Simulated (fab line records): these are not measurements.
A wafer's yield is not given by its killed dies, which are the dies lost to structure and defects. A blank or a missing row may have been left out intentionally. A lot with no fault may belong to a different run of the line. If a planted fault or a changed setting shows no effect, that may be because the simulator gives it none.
Split-lot study -- flow n5Finfet -- 7 lots, 21 wafers read, on a route of 1938 steps

== THE SPLIT ITSELF ==
At N5_BEOL_M14_TRENCH_ETCH_34 (etches SiO2 in C4F8/O2/Ar, target depth 556.65 nm, time 126.9 s), the setting timeS was moved away from the recipe's 126.9 s on 11 of the 21 wafers read, by -20.6% to +20.6%. All remaining wafers had this setting at the recipe value.

== FROM THE SPLIT TO THE READING: what the file shows between them, 6 steps ==
- N5_BEOL_M14_STRIP_70: strips in C4F8/O2/Ar
- N5_BEOL_M14_OCD_MEAS_35
- N5_BEOL_M14_STRIP_37: strips in O2
- N5_BEOL_M14_ETCH_38: etches SiCN in CF4/N2, target depth 106.5 nm, time 120.6 s
- N5_BEOL_M14_PRE_CLEAN_52: time 15 s
- N5_BEOL_M14_DEP_53: deposits SiCN from 3MS/NH3, target thk 50 nm, time 17.8 s

== THE READING ==
M14_RS in ohm/sq, measured at N5_BEOL_M14_RS_MEAS_54 by four-point-probe. Fault-free wafers of this fab line usually give 0.0332 ohm/sq, standard deviation 0.0012 ohm/sq.

wafer,"tool, chamber at the split","timeS as run, s",against the recipe,"M14_RS, ohm/sq",against lot-mates on the recipe
L074.2,"rieDiel-01, 2",108.9,-14.2%,0.0388,+0.0051
L074.5,"rieDiel-01, 0",126.9,recipe,0.0337,-
L074.6,"rieDiel-01, 1",126.9,recipe,0.0337,-
L082.1,"rieDiel-03, 3",145.6,+14.7%,0.0308,-0.0030
L082.3,"rieDiel-03, 2",126.9,recipe,0.0321,-
L082.5,"rieDiel-03, 3",126.9,recipe,0.0356,-
L089.2,"rieDiel-05, 2",112.4,-11.4%,0.0355,+0.0040
L089.3,"rieDiel-05, 1",112.4,-11.4%,0.0387,+0.0072
L089.5,"rieDiel-05, 2",126.9,recipe,0.0315,-
L090.3,"rieDiel-01, 2",100.8,-20.6%,0.0414,+0.0098
L090.5,"rieDiel-01, 1",126.9,recipe,0.0316,-
L090.6,"rieDiel-01, 2",100.8,-20.6%,0.0412,+0.0096
L093.1,"rieDiel-03, 1",153,+20.6%,0.0265,no lot-mate on the recipe
L093.4,"rieDiel-03, 1",153,+20.6%,0.0265,no lot-mate on the recipe
L093.6,"rieDiel-03, 3",153,+20.6%,0.0290,no lot-mate on the recipe
L094.1,"rieDiel-05, 1",137.7,+8.5%,0.0316,-0.0023
L094.3,"rieDiel-05, 2",137.7,+8.5%,0.0293,-0.0046
L094.4,"rieDiel-05, 3",126.9,recipe,0.0339,-
L097.1,"rieDiel-03, 2",126.9,recipe,0.0327,-
L097.3,"rieDiel-03, 1",126.9,recipe,0.0324,-
L097.4,"rieDiel-03, 3",126.9,recipe,0.0360,-

FIT RESULTS
A straight line over all 21 wafers: M14_RS changes by -0.000324 ohm/sq for each +1% of timeS; r = -0.94; the points scatter about the line by 0.0015 ohm/sq.
The same after taking each lot's own level away (the mean of its wafers on the recipe; 18 wafers): -0.000411 ohm/sq for each +1%; r = -0.94; scatter 0.0015 ohm/sq.
On that fit, the largest move of timeS shifts the reading by 0.0084 ohm/sq.
Across the lots, their own levels run from 0.03150 to 0.03390 ohm/sq, a range of 2.0 times the standard deviation given above.
In other words, the slope is changed by the lot-to-lot level; the two fits disagree.
Check: with one of the wafers moved furthest among these (-20.6%) left out of the fit, the line predicts +0.00846 ohm/sq for it against its lot-mates. Against them it came out at +0.0098 ohm/sq.

== THE WHOLE CHAIN: every reading that the file lists as answering this split, in the file's order ==
step,what it does,reading,change (the file's fit),r (the file's)
N5_BEOL_M14_TRENCH_ETCH_34,"etches SiO2 in C4F8/O2/Ar, target depth 556.65 nm, time 126.9 s","etch.depthNm (the simulator's own value, which no gauge read)",+5.81 nm for each +1% of the setting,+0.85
N5_BEOL_M14_OCD_MEAS_35,,trenchDepthNm,+5.81 nm for each +1% of the setting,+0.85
N5_BEOL_M14_RS_MEAS_54,measures by four-point-probe,M14_RS,-0.000393 for each +1% of the setting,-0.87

== FILE'S OWN FIT ==
M14_RS changes by -0.000393 ohm/sq for each +1% of timeS, r = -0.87.
